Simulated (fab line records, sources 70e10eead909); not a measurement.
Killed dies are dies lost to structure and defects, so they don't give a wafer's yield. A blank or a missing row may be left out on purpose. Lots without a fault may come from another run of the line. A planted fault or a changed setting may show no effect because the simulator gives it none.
Which tool did it? | flow nand_harc | 6 lots, 18 wafers sampled, at 1 step of a route of 1159

WHAT THE GAUGES READ, wafer by wafer
NHARC_A_CHANNEL_HOLE_D1_INSPECT_12.
lot  | measured     | on                | raw_defect_count
L260 | day 9 00:41  | defect_inspect-01 | 4 2 2
L259 | day 9 01:52  | defect_inspect-02 | 10 2 5
L270 | day 11 11:40 | defect_inspect-02 | 3 2 7
L271 | day 11 13:53 | defect_inspect-02 | 5 1 3
L277 | day 13 02:01 | defect_inspect-02 | 5 6 5
L276 | day 13 04:06 | defect_inspect-01 | 5 6 3

WHICH TOOL RAN EACH LOT (tool, then ch and the chambers of the sampled wafers, then the start)
The record holds no process step before these readings.

THE ANSWER, worked out from the rows above alone
Rule: what is usual is taken from the lots themselves. Put in order of their means at a reading, lots are off if they are a third of the lots or fewer, leave a main group of 4 or more, and stand apart from it by a gap of 3 or more times the standard deviation of the main group's means; of several such gaps the widest counts. A main group whose means are all the same, to the digits that the tables above print for the reading, isn't used. A lot without any number at a reading at which 4 lots or more have one is off too. The other lots that the step has rows for count as sound.
No lot is off at any reading shown: from this, nothing can be told.

WHAT THE SIMULATOR HAD PUT IN
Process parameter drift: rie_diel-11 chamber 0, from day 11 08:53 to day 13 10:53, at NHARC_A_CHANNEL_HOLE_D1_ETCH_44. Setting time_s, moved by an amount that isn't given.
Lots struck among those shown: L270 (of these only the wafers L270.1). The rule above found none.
